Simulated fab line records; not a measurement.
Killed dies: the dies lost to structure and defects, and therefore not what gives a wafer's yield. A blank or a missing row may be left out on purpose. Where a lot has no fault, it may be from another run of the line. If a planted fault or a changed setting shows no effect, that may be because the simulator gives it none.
Chamber matching	flow n5-finfet	N5_FIN_SAQP_HM_DEP_03 on pecvd-04: 3 sister chambers
The step deposits SiNx from SiH4/NH3/N2, target thk 38 nm, time 33.6 s. 3 wafers are shown with their chamber, then 7 later ones without.

== WAFERS WITH THEIR CHAMBER ==
wafer	chamber	showerhead-plenum-p-Torr (Torr)
L088.6	2	5.30
L089.3	1	5.14
L089.4	0	5.11

== WAFERS MISSING THEIR CHAMBER ==
wafer	showerhead-plenum-p-Torr (Torr)
L089.6	5.15
L095.4	5.11
L095.5	5.11
L095.6	5.15
L096.4	5.12
L096.5	5.11
L096.6	5.17

== WHICH CHAMBER EACH ONE RAN IN ==
wafer	from the rows above	in truth
L089.6	1	1
L095.4	0	0
L095.5	0	0
L095.6	1	1
L096.4	can't be placed: 0 or 1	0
L096.5	0	0
L096.6	1	1
6 of 7 placed correctly. Unplaceable from these rows: 1, with the true chamber sitting among the candidates in 1. Placed wrongly: 0.
How it was worked out, from the rows above alone: a wafer's distance from a chamber is the root of the sum, over the readings, of the square of ((its reading less the chamber's mean) divided by the reading's scatter). If the next closest chamber is less than 2 further off than the closest, the wafer can't be placed; otherwise it belongs to the closest. Each chamber's mean is taken over the wafers shown for it. The scatter (one wafer shown for each chamber): square how far every hidden wafer sits from the nearest shown wafer, average those squares and take the square root.
